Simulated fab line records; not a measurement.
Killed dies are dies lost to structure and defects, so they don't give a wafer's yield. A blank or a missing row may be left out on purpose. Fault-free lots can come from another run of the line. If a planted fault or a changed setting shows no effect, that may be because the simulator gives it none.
Matching of chambers / flow n5 finfet / rie diel-06 running N5_MOL_CONTACT_COAG_DESCUM_88: 4 sister chambers
The step chemistry O2, time 7 s. 14 wafers are shown with their chamber, then 7 later ones without.

WAFERS WITH THEIR CHAMBER
wafer=L074.3; chamber=3; throttle valve pct (%)=20.1; drypump motor current A (A)=6.4; showerhead plenum p Torr (Torr)=2.03
wafer=L074.5; chamber=2; throttle valve pct (%)=20.4; drypump motor current A (A)=5.4; showerhead plenum p Torr (Torr)=1.99
wafer=L074.6; chamber=1; throttle valve pct (%)=20.8; drypump motor current A (A)=6.0; showerhead plenum p Torr (Torr)=2.09
wafer=L079.1; chamber=3; throttle valve pct (%)=20.1; drypump motor current A (A)=6.5; showerhead plenum p Torr (Torr)=2.02
wafer=L079.2; chamber=1; throttle valve pct (%)=20.9; drypump motor current A (A)=6.0; showerhead plenum p Torr (Torr)=2.08
wafer=L079.3; chamber=2; throttle valve pct (%)=20.4; drypump motor current A (A)=5.4; showerhead plenum p Torr (Torr)=1.99
wafer=L082.3; chamber=0; throttle valve pct (%)=20.7; drypump motor current A (A)=6.6; showerhead plenum p Torr (Torr)=2.06
wafer=L082.4; chamber=1; throttle valve pct (%)=20.9; drypump motor current A (A)=6.0; showerhead plenum p Torr (Torr)=2.08
wafer=L082.6; chamber=2; throttle valve pct (%)=20.4; drypump motor current A (A)=5.5; showerhead plenum p Torr (Torr)=1.98
wafer=L084.2; chamber=2; throttle valve pct (%)=20.4; drypump motor current A (A)=5.4; showerhead plenum p Torr (Torr)=1.98
wafer=L084.3; chamber=0; throttle valve pct (%)=20.7; drypump motor current A (A)=6.6; showerhead plenum p Torr (Torr)=2.06
wafer=L084.4; chamber=1; throttle valve pct (%)=20.9; drypump motor current A (A)=6.0; showerhead plenum p Torr (Torr)=2.08
wafer=L085.1; chamber=2; throttle valve pct (%)=20.4; drypump motor current A (A)=5.5; showerhead plenum p Torr (Torr)=1.98
wafer=L085.2; chamber=0; throttle valve pct (%)=20.7; drypump motor current A (A)=6.6; showerhead plenum p Torr (Torr)=2.06

SIGNATURES (means of the wafers above)
reading=throttle valve pct; chamber 0=20.700; chamber 1=20.875; chamber 2=20.400; chamber 3=20.100; scatter within a chamber=0.0274
reading=drypump motor current A; chamber 0=6.600; chamber 1=6.000; chamber 2=5.440; chamber 3=6.450; scatter within a chamber=0.0412
reading=showerhead plenum p Torr; chamber 0=2.0600; chamber 1=2.0825; chamber 2=1.9840; chamber 3=2.0250; scatter within a chamber=0.00495
Rule: a wafer lies at a distance from a chamber equal to the root of the sum of squares, over the readings, of (its reading less the chamber's mean, divided by the reading's scatter). If the next closest chamber is less than 2 further off than the closest, the wafer can't be placed; otherwise it belongs to the closest. The scatter: take each reading less its chamber's mean, square it, sum over the shown wafers, divide by the number of wafers less the number of chambers, and take the root.

WAFERS WHOSE CHAMBER IS MISSING
wafer=L085.5; throttle valve pct (%)=20.7; drypump motor current A (A)=6.6; showerhead plenum p Torr (Torr)=2.06
wafer=L090.3; throttle valve pct (%)=20.5; drypump motor current A (A)=5.5; showerhead plenum p Torr (Torr)=1.98
wafer=L090.4; throttle valve pct (%)=20.5; drypump motor current A (A)=5.4; showerhead plenum p Torr (Torr)=1.98
wafer=L090.6; throttle valve pct (%)=20.2; drypump motor current A (A)=6.5; showerhead plenum p Torr (Torr)=2.01
wafer=L093.1; throttle valve pct (%)=20.5; drypump motor current A (A)=5.5; showerhead plenum p Torr (Torr)=1.98
wafer=L093.4; throttle valve pct (%)=20.2; drypump motor current A (A)=6.5; showerhead plenum p Torr (Torr)=2.01
wafer=L093.6; throttle valve pct (%)=20.5; drypump motor current A (A)=5.4; showerhead plenum p Torr (Torr)=1.98

WHICH CHAMBER EACH ONE RAN IN
wafer=L085.5; from the rows above=0; in truth=0
wafer=L090.3; from the rows above=2; in truth=2
wafer=L090.4; from the rows above=2; in truth=2
wafer=L090.6; from the rows above=3; in truth=3
wafer=L093.1; from the rows above=2; in truth=2
wafer=L093.4; from the rows above=3; in truth=3
wafer=L093.6; from the rows above=2; in truth=2
Placed correctly: 7 of 7. Not placeable from these rows: 0. 0 placed wrongly.
